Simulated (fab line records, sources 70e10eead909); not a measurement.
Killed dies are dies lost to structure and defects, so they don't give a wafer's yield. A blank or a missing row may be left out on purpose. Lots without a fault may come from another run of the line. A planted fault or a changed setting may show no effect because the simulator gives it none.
A struck lot beside a sound one | flow nand_harc | 40 steps out of a route of 1159
Sound: wafers L959.1, L959.3, L959.4. Struck: wafers L965.1, L965.5. (L965.3 of the same lot was not struck and is left out.) The cause comes at the end.
At each step with rows: each side's tool, then ch and its chambers, then its first start. Under that, the readings that differ: sound wafers | struck wafers | difference of the means | sigmas: that difference in standard deviations of wafers without a fault.
alike: readings whose means differ by less than 2 such deviations, and words and numbers that are the same on both sides. not compared: withheld readings, readings that some wafer has no value for, bounds like >300 that may hide the same value, and numbers for which the record gives no deviation and whose values overlap.
The two part at a step that has a row with sigmas, a row that says differs or no value, or rows on one side only. Numbers that don't overlap but have no deviation are shown without sigmas and don't part them. A reading that every wafer of one side lacks parts them only if that side has two wafers or more.

first, 2 steps without rows for these wafers: NHARC_A_CONTACT_ETCH_138 (etches the open film in C4F8/O2/Ar, time 132 s, target depth 1289 nm); NHARC_A_CONTACT_ETCH_139 (etches the open film in C4F8/O2/Ar, time 137 s, target depth 590 nm).
NHARC_A_CONTACT_ETCH_92: etches the open film in CH3F/O2, target depth 40 nm, time 85.7 s.
  sound on rie_diel-11 ch 0,2,3, day 17 03:08; struck on rie_diel-11 ch 2, day 19 03:13
  alike: bias_w, drypump_motor_current_A, oes_product_au, rf_fwd_power_W, rf_vpp_V, showerhead_plenum_p_Torr, throttle_valve_pct
  not compared: rf_hours_counter_h
NHARC_A_CONTACT_ETCH_98: etches the open film in C4F6/O2, target depth 20 nm, time 10 s.
  sound on rie_diel-11 ch 0,1,3; struck on rie_diel-11 ch 0,1
  alike: bias_w, drypump_motor_current_A, oes_product_au, rf_fwd_power_W, rf_vpp_V, showerhead_plenum_p_Torr, throttle_valve_pct
  not compared: rf_hours_counter_h
NHARC_A_CONTACT_CD_MEAS_15:
  sound on cd_sem-01, day 17 03:20; struck on cd_sem-02, day 19 03:26
  alike: cd_nm
then, 6 steps without rows for these wafers: NHARC_A_CONTACT_STRIP_107 (strips in N2/H2); NHARC_A_CONTACT_STRIP_108 (strips in CF4/CHF3); NHARC_A_CONTACT_STRIP_109 (strips in O2/COS); NHARC_A_CONTACT_ETCH_110 (etches the open film in CF4/O2, target depth 50 nm, overetch 5 nm, time 27.5 s); NHARC_A_CONTACT_STRIP_26 (strips in O2); NHARC_A_CONTACT_STRIP_27 (strips in post etch residue remover, time 600 s).
NHARC_A_CONTACT_ALD_18: deposits TiN, target thk 3 nm, pulse time 1 s, ald cycles 150.
  sound on ald_metal-03 ch 0,2,3, day 17 04:23; struck on ald_metal-04 ch 3, day 19 04:25
  alike: heater_power_w, precursor_pulse_height_rel
NHARC_A_CONTACT_CVD_19: deposits W, target thk 300 nm, time 802 s.
  sound on cvd_w-02 ch 0,1, day 17 11:01; struck on cvd_w-01 ch 1, day 19 09:04
  alike: heater_power_w, mfc_wf6_sccm, throttle_valve_pct
then, 12 steps without rows for these wafers: NHARC_A_CONTACT_CMP_20 (polishes, t overpolish 30 s, target thk 300 nm); NHARC_A_CONTACT_SRD_22; NHARC_A_BLC_DEHYDRATE_00 (time 120 s); NHARC_A_BLC_HMDS_01 (time 30 s); NHARC_A_BLC_COAT_02 (time 75 s); NHARC_A_BLC_COAT_03 (time 65 s); NHARC_A_BLC_COAT_04 (resist thk 90 nm); NHARC_A_BLC_SOFTBAKE_05 (time 55 s); NHARC_A_BLC_EBR_06; NHARC_A_BLC_EXPOSE_07 (exposes mask A BLC, target cd 100 nm); NHARC_A_BLC_PEB_08 (peb time 65 s); NHARC_A_BLC_DEVELOP_09 (develop time 35 s).
NHARC_A_BLC_CD_MEAS_10: target cd 100 nm.
  sound on cd_sem-01 ch 0, day 17 12:49; struck on cd_sem-03 ch 0, day 19 10:44
  alike: cd_nm
NHARC_A_BLC_OVL_MEAS_11:
  sound on overlay-01, day 17 12:55; struck on overlay-02, day 19 10:50
  alike: overlay_x_nm, overlay_y_nm
then, 2 steps without rows for these wafers: NHARC_A_BLC_DESCUM_15 (chemistry O2, time 3 s); NHARC_A_BLC_ETCH_16 (etches the open film in CF4, target depth 39 nm, time 65 s).
NHARC_A_BLC_ETCH_17: etches the open film in N2/H2, target depth 390 nm, time 609.38 s.
  sound on rie_diel-10 ch 0,1,2; struck on rie_diel-03 ch 0,3
  alike: bias_w, drypump_motor_current_A, oes_product_au, rf_fwd_power_W, rf_vpp_V, showerhead_plenum_p_Torr, throttle_valve_pct
  not compared: rf_hours_counter_h
then, 1 step without rows for these wafers: NHARC_A_BLC_ETCH_18 (etches the open film in C4F8/O2/Ar, target depth 910 nm).
NHARC_A_BLC_CD_MEAS_19:
  sound on cd_sem-03, day 17 14:00; struck on cd_sem-02, day 19 11:54
  alike: cd_nm
NHARC_A_BLC_STRIP_29: strips in CF4.
  sound on rie_diel-10 ch 0,1,3, day 17 14:04; struck on rie_diel-03 ch 0,3, day 19 12:00
  alike: drypump_motor_current_A, oes_product_au, rf_vpp_V, showerhead_plenum_p_Torr, throttle_valve_pct
  not compared: rf_hours_counter_h
then, 6 steps without rows for these wafers: NHARC_A_BLC_STRIP_21 (strips in O2); NHARC_A_BLC_STRIP_22 (strips in post etch residue remover, time 600 s); NHARC_A_BLC_DEGAS_30 (time 60 s); NHARC_A_BLC_PRE_CLEAN_31 (time 15 s); NHARC_A_BLC_PVD_32 (deposits Ti, target thk 5 nm, time 17.7 s); NHARC_A_BLC_ALD_23 (deposits TiN, target thk 3 nm, pulse time 1 s, ald cycles 150).
NHARC_END_SORT_01:
  the record has rows for the struck wafers here (prober-01 ch 0, day 21 08:16) and none for the sound ones

WHERE THEY PART
Only at NHARC_END_SORT_01, within this record.

WHY: what the simulator had put in
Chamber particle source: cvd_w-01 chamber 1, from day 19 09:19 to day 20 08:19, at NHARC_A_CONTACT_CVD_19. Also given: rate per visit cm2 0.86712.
